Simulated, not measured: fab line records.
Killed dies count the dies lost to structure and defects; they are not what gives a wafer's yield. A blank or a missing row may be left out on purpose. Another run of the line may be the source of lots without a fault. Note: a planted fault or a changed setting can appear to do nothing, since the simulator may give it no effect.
Which tool is to blame?	flow nandHarc	13 lots, 39 wafers sampled, at 3 steps of a route of 1302

## WHAT EACH GAUGE READ, for each wafer
NHARC_A_SGD_CUT_CD_MEAS_09 targets a cd of 100 nm.
lot	measured	on	cdNm (nm)
L451	day 19 15:44	cdSem-01	99.4 101.0 100.5
L452	day 19 18:33	cdSem-01	99.6 100.2 99.9
L454	day 20 23:10	cdSem-01	100.4 99.5 100.0
L458	day 22 01:59	cdSem-01	99.2 99.9 98.7
L456	day 22 01:58	cdSem-03	99.6 99.3 99.6
L457	day 23 02:24	cdSem-01	99.7 100.4 100.1
L459	day 23 09:02	cdSem-03	100.6 100.9 99.5
L461	day 23 09:11	cdSem-02	100.1 101.5 100.9
L460	day 23 16:27	cdSem-03	100.9 99.9 101.3
L463	day 25 11:15	cdSem-02	99.6 100.7 100.3
L465	day 25 11:35	cdSem-01	100.0 99.8 99.9
L472	day 28 14:35	cdSem-02	100.3 100.4 100.1
L473	day 28 18:34	cdSem-01	99.6 99.2 99.3

NHARC_A_SGD_CUT_OVL_MEAS_10.
lot	measured	on	overlayXNm (nm)	overlayYNm (nm)
L451	day 19 15:49	overlay-02	-0.1 -0.2 0.8	-0.6 0.1 0.1
L452	day 19 18:39	overlay-01	0.6 -0.8 0.7	-0.1 0.2 -0.2
L454	day 20 23:16	overlay-02	0.4 -0.3 0.8	1.0 0.4 0.6
L458	day 22 02:05	overlay-01	0.4 0.3 0.2	-0.2 0.4 -0.2
L456	day 22 02:03	overlay-02	1.2 0.3 0.4	0.6 0.3 0.2
L457	day 23 02:29	overlay-02	-0.2 -0.4 0.2	-1.5 -1.8 -1.3
L459	day 23 09:07	overlay-01	-0.4 -0.1 -0.1	-0.5 -0.7 -0.5
L461	day 23 09:16	overlay-02	-1.0 -0.9 -1.0	-0.1 -0.1 -0.4
L460	day 23 16:32	overlay-02	-0.1 0.7 -0.3	0.3 0.1 0.5
L463	day 25 11:20	overlay-02	0.6 0.5 0.5	-1.0 -1.3 -0.4
L465	day 25 11:40	overlay-02	0.7 1.0 1.5	0.6 0.9 0.5
L472	day 28 14:41	overlay-02	0.0 0.2 -0.4	0.9 0.5 0.9
L473	day 28 18:40	overlay-02	0.8 0.8 1.2	0.8 0.5 0.8

## WHAT TOOL EACH LOT RAN ON (gives the tool, then ch and the chambers of the sampled wafers, and finally the start)
lot	NHARC_A_SGD_CUT_DEP_00
L451	pecvd-02 ch 1,2, day 19 15:10
L452	pecvd-02 ch 0,1,2, day 19 17:57
L454	pecvd-04 ch 0,1, day 20 22:38
L458	pecvd-04 ch 0,2, day 22 01:17
L456	pecvd-03 ch 0,2, day 22 01:18
L457	pecvd-03 ch 0,1,2, day 23 01:49
L459	pecvd-03 ch 0,2, day 23 08:22
L461	pecvd-04 ch 0,1, day 23 08:28
L460	pecvd-04 ch 0,1, day 23 15:43
L463	pecvd-03 ch 0,1,2, day 25 10:32
L465	pecvd-02 ch 0,2, day 25 10:55
L472	pecvd-02 ch 0,1,2, day 28 13:56
L473	pecvd-04 ch 0,1,2, day 28 17:52
- NHARC_A_SGD_CUT_DEP_00: deposits SiNx, target thk 50 nm.

## AS READ BY THE TOOLS THEMSELVES (means over the sampled wafers that have a number; for cases with no such wafer, the mark the record gives instead)
NHARC_A_SGD_CUT_DEP_00.
lot	tool	heaterPowerW (W)	rfFwdPowerW (W)
L451	pecvd-02	718	448.3
L452	pecvd-02	680	447.8
L454	pecvd-04	646	449.6
L458	pecvd-04	695	449.1
L456	pecvd-03	626	449.1
L457	pecvd-03	673	448.7
L459	pecvd-03	660	447.8
L461	pecvd-04	686	448.7
L460	pecvd-04	579	449.9
L463	pecvd-03	647	449.1
L465	pecvd-02	676	449.8
L472	pecvd-02	664	447.9
L473	pecvd-04	701	448.5

## THE ANSWER, worked out from the rows above alone
Rule: the usual values come from the lots themselves. Put in order of their means at a reading, lots are off if they are a third of the lots or fewer, leave a main group of 4 or more, and stand apart from it by a gap of 3 or more times the standard deviation of the main group's means; of several such gaps the widest counts. Not used: any main group whose means are identical at the precision the tables above print for the reading. A lot without any number at a reading at which 4 lots or more have one is off too. Where the step has rows for the other lots, those lots are counted as sound. The gauges are gone through in route order, then the tools' own readings, and for those a lot's mean is taken as printed above. At the first step where some lot is off, the reading lying furthest off is the one used; lots without a number count as furthest.
None of the lots is off at any reading shown; this tells nothing.

## WHAT THE SIMULATOR PUT IN
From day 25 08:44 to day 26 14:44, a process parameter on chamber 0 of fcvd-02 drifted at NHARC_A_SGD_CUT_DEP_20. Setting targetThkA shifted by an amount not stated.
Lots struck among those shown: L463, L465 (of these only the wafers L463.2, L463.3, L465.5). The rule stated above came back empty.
